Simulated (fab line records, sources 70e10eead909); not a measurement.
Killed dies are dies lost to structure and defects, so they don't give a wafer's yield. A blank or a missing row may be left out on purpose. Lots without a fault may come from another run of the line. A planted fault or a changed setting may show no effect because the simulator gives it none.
Which tool did it? | flow nand_harc | 24 lots, 72 wafers sampled, at 5 steps of a route of 1159

WHAT THE GAUGES READ, wafer by wafer
NHARC_P_M2_CD_MEAS_16. Usual: cd_nm 170.5 nm, standard deviation 1.1.
lot  | measured     | on        | cd_nm (nm)        | flag
L074 | day 6 04:54  | cd_sem-02 | 171.3 170.4 170.7 |
L075 | day 6 19:08  | cd_sem-02 | 171.7 171.5 170.9 |
L077 | day 6 20:47  | cd_sem-02 | 170.7 172.0 169.4 |
L076 | day 6 20:50  | cd_sem-03 | 168.4 171.0 169.2 |
L078 | day 7 06:36  | cd_sem-02 | 171.8 169.2 169.7 |
L079 | day 7 19:13  | cd_sem-03 | 169.8 170.4 169.6 |
L080 | day 8 00:16  | cd_sem-03 | 171.3 169.7 169.9 |
L081 | day 8 00:41  | cd_sem-03 | 172.4 172.6 172.7 |
L082 | day 8 05:04  | cd_sem-03 | 171.1 170.5 171.3 |
L084 | day 8 10:18  | cd_sem-01 | 172.0 170.7 171.2 |
L083 | day 8 14:07  | cd_sem-02 | 170.4 170.7 171.9 |
L086 | day 9 11:26  | cd_sem-02 | 169.5 170.4 170.7 |
L087 | day 9 12:35  | cd_sem-03 | 169.7 171.2 170.6 |
L085 | day 9 13:02  | cd_sem-03 | 168.8 169.6 170.3 |
L088 | day 9 22:20  | cd_sem-02 | 170.1 170.2 170.8 |
L089 | day 10 04:22 | cd_sem-01 | 170.7 169.7 168.7 |
L091 | day 10 09:57 | cd_sem-03 | 171.9 171.7 170.5 |
L090 | day 10 11:35 | cd_sem-01 | 170.6 172.1 171.7 |
L092 | day 10 16:20 | cd_sem-01 | 170.1 169.8 169.7 |
L094 | day 10 21:48 | cd_sem-02 | 168.9 170.1 169.4 |
L093 | day 10 23:27 | cd_sem-03 | 170.5 170.7 169.0 |
L095 | day 11 10:31 | cd_sem-02 | 170.7 169.8 170.1 |
L097 | day 11 23:52 | cd_sem-01 | 169.9 170.6 169.8 |
L096 | day 12 00:38 | cd_sem-03 | 172.5 171.8 172.5 |

WHICH TOOL RAN EACH LOT (tool, then ch and the chambers of the sampled wafers, then the start)
lot  | NHARC_P_CONTACT_CMP_24        | NHARC_P_M0_STRIP_18                | NHARC_P_M0_DEP_32               | NHARC_P_M1_DESCUM_14
L074 | cmp-01 ch 0,1,2, day 5 19:03  | rie_diel-06 ch 0,3, day 5 20:47    | pecvd-01 ch 1,2, day 5 23:05    | rie_diel-05 ch 0,1,2, day 6 00:29
L075 | cmp-04 ch 0,1,3, day 6 08:43  | rie_diel-09 ch 0,1,2, day 6 10:36  | pecvd-03 ch 0,2, day 6 12:50    | rie_diel-05 ch 0,1,3, day 6 14:16
L077 | cmp-04 ch 0,1,3, day 6 10:42  | rie_diel-09 ch 0,1,2, day 6 12:35  | pecvd-02 ch 0,2, day 6 14:51    | rie_diel-05 ch 0,1,3, day 6 16:17
L076 | cmp-01 ch 0,3, day 6 10:54    | rie_diel-06 ch 2,3, day 6 12:47    | pecvd-01 ch 0,2, day 6 15:02    | rie_diel-02 ch 0,3, day 6 16:28
L078 | cmp-04 ch 1,2,3, day 6 20:22  | rie_diel-09 ch 2,3, day 6 22:22    | pecvd-01 ch 0,1, day 7 00:46    | rie_diel-07 ch 0,3, day 7 02:13
L079 | cmp-02 ch 0,1, day 7 08:45    | rie_diel-06 ch 0,1,3, day 7 11:01  | pecvd-03 ch 0,1,2, day 7 13:13  | rie_diel-07 ch 0,3, day 7 14:44
L080 | cmp-04 ch 0,1,3, day 7 13:44  | rie_diel-09 ch 0,1, day 7 16:04    | pecvd-03 ch 0,1,2, day 7 18:31  | rie_diel-02 ch 2,3, day 7 19:48
L081 | cmp-01 ch 0,2, day 7 13:55    | rie_diel-08 ch 0,1,2, day 7 16:14  | pecvd-03 ch 0,1, day 7 18:43    | rie_diel-07 ch 1,2,3, day 7 20:09
L082 | cmp-04 ch 1,2,3, day 7 18:44  | rie_diel-06 ch 0,1,2, day 7 20:51  | pecvd-03 ch 0,1,2, day 7 23:16  | rie_diel-07 ch 0,2,3, day 8 00:37
L084 | cmp-02 ch 0,1,2, day 8 00:13  | rie_diel-08 ch 2,3, day 8 02:06    | pecvd-01 ch 0,1,2, day 8 04:26  | rie_diel-05 ch 0,2, day 8 05:47
L083 | cmp-01 ch 0,1,3, day 8 04:05  | rie_diel-09 ch 0,1,2, day 8 05:59  | pecvd-01 ch 0,1, day 8 08:15    | rie_diel-07 ch 0,1, day 8 09:41
L086 | cmp-01 ch 1,3, day 9 01:10    | rie_diel-09 ch 0,3, day 9 02:59    | pecvd-03 ch 0,1,2, day 9 05:41  | rie_diel-02 ch 2,3, day 9 06:56
L087 | cmp-01 ch 1,2,3, day 9 01:45  | rie_diel-06 ch 2,3, day 9 03:56    | pecvd-03 ch 0,1,2, day 9 06:53  | rie_diel-02 ch 0,2,3, day 9 08:05
L085 | cmp-04 ch 0,1,3, day 9 02:46  | rie_diel-06 ch 0,3, day 9 04:35    | pecvd-02 ch 1,2, day 9 06:52    | rie_diel-05 ch 0,1,3, day 9 08:08
L088 | cmp-02 ch 0,3, day 9 12:10    | rie_diel-09 ch 0,1,3, day 9 13:56  | pecvd-02 ch 0,1, day 9 16:19    | rie_diel-07 ch 2,3, day 9 17:41
L089 | cmp-04 ch 0,2,3, day 9 18:15  | rie_diel-08 ch 1,2, day 9 20:05    | pecvd-02 ch 0,1,2, day 9 22:23  | rie_diel-02 ch 0,1,3, day 9 23:41
L091 | cmp-02 ch 1,2,3, day 9 23:36  | rie_diel-09 ch 0,2,3, day 10 01:32 | pecvd-02 ch 0,1,2, day 10 03:53 | rie_diel-07 ch 0,2,3, day 10 05:28
L090 | cmp-04 ch 1,2, day 10 00:47   | rie_diel-09 ch 0,2,3, day 10 02:50 | pecvd-03 ch 0,2, day 10 05:18   | rie_diel-07 ch 0,2,3, day 10 06:55
L092 | cmp-04 ch 1,3, day 10 06:01   | rie_diel-08 ch 2,3, day 10 08:06   | pecvd-03 ch 0,1,2, day 10 10:21 | rie_diel-05 ch 0,2,3, day 10 11:49
L094 | cmp-01 ch 0,2,3, day 10 11:34 | rie_diel-08 ch 1,2,3, day 10 13:35 | pecvd-03 ch 0,1,2, day 10 15:55 | rie_diel-05 ch 0,2,3, day 10 17:14
L093 | cmp-04 ch 0,1,2, day 10 13:04 | rie_diel-08 ch 1,2,3, day 10 15:07 | pecvd-01 ch 0,1, day 10 17:32   | rie_diel-05 ch 0,1,2, day 10 18:58
L095 | cmp-01 ch 0,1,2, day 10 23:50 | rie_diel-09 ch 0,1, day 11 01:38   | pecvd-03 ch 0,2, day 11 03:56   | rie_diel-02 ch 0,2,3, day 11 05:21
L097 | cmp-04 ch 0,1,3, day 11 13:48 | rie_diel-06 ch 1,2,3, day 11 15:40 | pecvd-01 ch 0,1,2, day 11 17:57 | rie_diel-02 ch 0,2,3, day 11 19:31
L096 | cmp-01 ch 0,2,3, day 11 14:32 | rie_diel-06 ch 1,2,3, day 11 16:24 | pecvd-01 ch 0,1, day 11 18:41   | rie_diel-02 ch 0,2,3, day 11 20:07
- NHARC_P_CONTACT_CMP_24: polishes, t overpolish 30 s, target thk 200 nm.
- NHARC_P_M0_STRIP_18: strips in N2/H2.
- NHARC_P_M0_DEP_32: deposits SiCN, target thk 30 nm.
- NHARC_P_M1_DESCUM_14: chemistry O2, time 3 s.

WHAT THE TOOLS THEMSELVES READ (means of the sampled wafers that have a number; where no wafer has one, the mark that the record gives instead)
NHARC_P_CONTACT_CMP_24. Usual: edge_zone_pressure_frac 1.000, standard deviation 0.0049; motor_current_A 12.3 A, standard deviation 1.2; overpolish_run_s 30.001 s, standard deviation 0.0087; time_to_endpoint_s 39 s, standard deviation 3.3.
lot  | tool   | edge_zone_pressure_frac | motor_current_A (A) | overpolish_run_s (s) | time_to_endpoint_s (s) | flag
L074 | cmp-01 | 1.001                   | 12.2                | 30.000               | 38                     |
L075 | cmp-04 | 1.000                   | 12.2                | 30.007               | 38                     |
L077 | cmp-04 | 1.002                   | 12.3                | 30.016               | 37                     |
L076 | cmp-01 | 0.997                   | 11.8                | 30.005               | 35                     |
L078 | cmp-04 | 0.999                   | 12.2                | 30.006               | 39                     |
L079 | cmp-02 | 1.000                   | 13.1                | 29.993               | 42                     |
L080 | cmp-04 | 0.998                   | 12.2                | 29.995               | 39                     |
L081 | cmp-01 | 1.002                   | 12.0                | 29.995               | 43                     |
L082 | cmp-04 | 1.002                   | 12.0                | 30.003               | 39                     |
L084 | cmp-02 | 0.998                   | 12.2                | 30.000               | 43                     |
L083 | cmp-01 | 1.000                   | 12.7                | 29.995               | 38                     |
L086 | cmp-01 | 0.997                   | 14.4                | 30.004               | 40                     |
L087 | cmp-01 | 0.995                   | 13.6                | 30.007               | 40                     |
L085 | cmp-04 | 1.002                   | 12.4                | 30.005               | 37                     |
L088 | cmp-02 | 1.005                   | 13.0                | 30.003               | 44                     |
L089 | cmp-04 | 0.998                   | 12.0                | 29.998               | 42                     |
L091 | cmp-02 | 0.997                   | 11.8                | 29.995               | 41                     |
L090 | cmp-04 | 1.000                   | 11.6                | 29.992               | 38                     |
L092 | cmp-04 | 1.000                   | 13.0                | 29.998               | 36                     |
L094 | cmp-01 | 0.997                   | 11.6                | 30.004               | 42                     |
L093 | cmp-04 | 0.995                   | 11.7                | 30.008               | 37                     |
L095 | cmp-01 | 0.998                   | 13.0                | 30.006               | 41                     |
L097 | cmp-04 | 1.001                   | 12.1                | 30.001               | 39                     |
L096 | cmp-01 | 1.001                   | 12.0                | 29.995               | 38                     |

NHARC_P_M0_STRIP_18. Usual: drypump_motor_current_A 5.5 A, standard deviation 0.43; oes_product_au 1.005 a.u., standard deviation 0.015; rf_vpp_V 90.9 V, standard deviation 0.99; showerhead_plenum_p_Torr 2.07 Torr, standard deviation 0.093; throttle_valve_pct 14.171 %, standard deviation 0.0097.
lot  | tool        | drypump_motor_current_A (A) | oes_product_au (a.u.) | rf_vpp_V (V) | showerhead_plenum_p_Torr (Torr) | throttle_valve_pct (%) | flag
L074 | rie_diel-06 | 6.0                         | 0.994                 | 90.3         | 2.09                            | 14.174                 |
L075 | rie_diel-09 | 5.4                         | 1.008                 | 91.3         | 2.08                            | 14.173                 |
L077 | rie_diel-09 | 5.4                         | 1.003                 | 91.3         | 2.08                            | 14.185                 |
L076 | rie_diel-06 | 5.9                         | 1.013                 | 90.0         | 2.03                            | 14.171                 |
L078 | rie_diel-09 | 5.4                         | 1.015                 | 92.5         | 2.16                            | 14.176                 |
L079 | rie_diel-06 | 5.5                         | 0.996                 | 91.4         | 2.13                            | 14.159                 |
L080 | rie_diel-09 | 5.2                         | 1.011                 | 90.1         | 2.02                            | 14.161                 |
L081 | rie_diel-08 | 5.6                         | 0.994                 | 91.0         | 2.01                            | 14.177                 |
L082 | rie_diel-06 | 5.2                         | 1.003                 | 91.6         | 2.12                            | 14.174                 |
L084 | rie_diel-08 | 5.6                         | 1.002                 | 90.1         | 1.96                            | 14.172                 |
L083 | rie_diel-09 | 5.4                         | 1.006                 | 92.1         | 2.08                            | 14.165                 |
L086 | rie_diel-09 | 5.2                         | 1.018                 | 90.9         | 2.10                            | 14.173                 |
L087 | rie_diel-06 | 6.2                         | 0.996                 | 90.2         | 2.03                            | 14.158                 |
L085 | rie_diel-06 | 6.0                         | 0.980                 | 90.0         | 2.09                            | 14.169                 |
L088 | rie_diel-09 | 5.2                         | 1.018                 | 91.3         | 2.09                            | 14.176                 |
L089 | rie_diel-08 | 5.8                         | 0.994                 | 89.9         | 1.93                            | 14.170                 |
L091 | rie_diel-09 | 5.4                         | 1.009                 | 91.1         | 2.09                            | 14.174                 |
L090 | rie_diel-09 | 5.4                         | 1.010                 | 90.8         | 2.09                            | 14.169                 |
L092 | rie_diel-08 | 5.6                         | 0.989                 | 90.8         | 1.96                            | 14.176                 |
L094 | rie_diel-08 | 5.7                         | 0.998                 | 90.7         | 1.99                            | 14.172                 |
L093 | rie_diel-08 | 5.7                         | 0.999                 | 90.0         | 1.99                            | 14.185                 |
L095 | rie_diel-09 | 5.2                         | 1.003                 | 89.8         | 2.02                            | 14.174                 |
L097 | rie_diel-06 | 5.7                         | 1.012                 | 91.2         | 2.07                            | 14.179                 |
L096 | rie_diel-06 | 5.6                         | 1.000                 | 91.2         | 2.07                            | 14.173                 |

NHARC_P_M0_DEP_32. Usual: heater_power_w 612 W, standard deviation 64; showerhead_vpp_V 1327 V, standard deviation 58.
lot  | tool     | heater_power_w (W) | showerhead_vpp_V (V) | flag
L074 | pecvd-01 | 536                | 1342                 |
L075 | pecvd-03 | 682                | 1339                 |
L077 | pecvd-02 | 579                | 1358                 |
L076 | pecvd-01 | 526                | 1295                 |
L078 | pecvd-01 | 617                | 1363                 |
L079 | pecvd-03 | 630                | 1326                 |
L080 | pecvd-03 | 670                | 1332                 |
L081 | pecvd-03 | 654                | 1360                 |
L082 | pecvd-03 | 673                | 1336                 |
L084 | pecvd-01 | 580                | 1306                 |
L083 | pecvd-01 | 602                | 1354                 |
L086 | pecvd-03 | 682                | 1321                 |
L087 | pecvd-03 | 663                | 1335                 |
L085 | pecvd-02 | 563                | 1312                 |
L088 | pecvd-02 | 493                | 1320                 |
L089 | pecvd-02 | 599                | 1340                 |
L091 | pecvd-02 | 597                | 1325                 |
L090 | pecvd-03 | 668                | 1282                 |
L092 | pecvd-03 | 644                | 1336                 |
L094 | pecvd-03 | 632                | 1334                 |
L093 | pecvd-01 | 533                | 1324                 |
L095 | pecvd-03 | 666                | 1349                 |
L097 | pecvd-01 | 567                | 1327                 |
L096 | pecvd-01 | 549                | 1339                 |

NHARC_P_M1_DESCUM_14. Usual: drypump_motor_current_A 5.7 A, standard deviation 0.4; o2_flow_sccm 200.1 sccm, standard deviation 0.63; oes_product_au 0.993 a.u., standard deviation 0.012; rf_vpp_V 57.6 V, standard deviation 0.86; showerhead_plenum_p_Torr 1.88 Torr, standard deviation 0.086; throttle_valve_pct 11.310 %, standard deviation 0.0086.
lot  | tool        | drypump_motor_current_A (A) | o2_flow_sccm (sccm) | oes_product_au (a.u.) | rf_vpp_V (V) | showerhead_plenum_p_Torr (Torr) | throttle_valve_pct (%) | flag
L074 | rie_diel-05 | 5.7                         | 200.2               | 0.991                 | 57.5         | 1.95                            | 11.310                 |
L075 | rie_diel-05 | 5.7                         | 200.1               | 0.984                 | 58.7         | 1.93                            | 11.303                 |
L077 | rie_diel-05 | 5.7                         | 200.0               | 0.986                 | 57.4         | 1.93                            | 11.302                 |
L076 | rie_diel-02 | 5.4                         | 199.7               | 0.990                 | 57.5         | 1.79                            | 11.307                 |
L078 | rie_diel-07 | 5.6                         | 200.0               | 0.981                 | 58.0         | 1.96                            | 11.304                 |
L079 | rie_diel-07 | 5.6                         | 200.4               | 0.986                 | 57.6         | 2.00                            | 11.304                 |
L080 | rie_diel-02 | 5.6                         | 199.9               | 0.985                 | 58.0         | 1.80                            | 11.311                 |
L081 | rie_diel-07 | 5.8                         | 199.6               | 0.993                 | 57.8         | 1.93                            | 11.318                 |
L082 | rie_diel-07 | 5.9                         | 199.3               | 0.994                 | 57.4         | 1.94                            | 11.300                 |
L084 | rie_diel-05 | 5.6                         | 200.2               | 0.994                 | 57.3         | 1.92                            | 11.312                 |
L083 | rie_diel-07 | 5.6                         | 199.8               | 1.001                 | 58.1         | 1.91                            | 11.318                 |
L086 | rie_diel-02 | 6.0                         | 199.8               | 1.001                 | 58.1         | 1.82                            | 11.317                 |
L087 | rie_diel-02 | 5.8                         | 200.0               | 0.995                 | 57.4         | 1.80                            | 11.314                 |
L085 | rie_diel-05 | 5.7                         | 200.3               | 1.000                 | 58.0         | 1.93                            | 11.313                 |
L088 | rie_diel-07 | 5.8                         | 200.2               | 1.000                 | 58.4         | 1.98                            | 11.305                 |
L089 | rie_diel-02 | 5.3                         | 200.0               | 0.990                 | 57.4         | 1.79                            | 11.310                 |
L091 | rie_diel-07 | 5.9                         | 199.8               | 0.992                 | 57.4         | 1.94                            | 11.303                 |
L090 | rie_diel-07 | 5.9                         | 200.7               | 0.995                 | 57.3         | 1.94                            | 11.297                 |
L092 | rie_diel-05 | 5.6                         | 200.9               | 0.995                 | 58.5         | 1.90                            | 11.312                 |
L094 | rie_diel-05 | 5.6                         | 200.0               | 0.989                 | 57.7         | 1.90                            | 11.311                 |
L093 | rie_diel-05 | 5.7                         | 200.8               | 0.992                 | 57.7         | 1.95                            | 11.311                 |
L095 | rie_diel-02 | 5.8                         | 200.4               | 0.994                 | 57.2         | 1.80                            | 11.305                 |
L097 | rie_diel-02 | 5.8                         | 199.4               | 0.979                 | 57.7         | 1.80                            | 11.312                 |
L096 | rie_diel-02 | 5.7                         | 200.1               | 0.991                 | 57.1         | 1.80                            | 11.319                 |

THE ANSWER, worked out from the rows above alone
Rule: a lot is off if the mean of its wafers that have a number lies more than 3 standard deviations from the usual mean. A lot without any number at a reading at which 4 lots or more have one is off too. The other lots that the step has rows for count as sound. The gauges are gone through in route order, then the tools' own readings, and for those a lot's mean is taken as printed above. The first step at which some lot is off is used, and at that step the reading that is off furthest; a lot without a number counts as furthest.
No lot is off at any reading shown: from this, nothing can be told.

WHAT THE SIMULATOR HAD PUT IN
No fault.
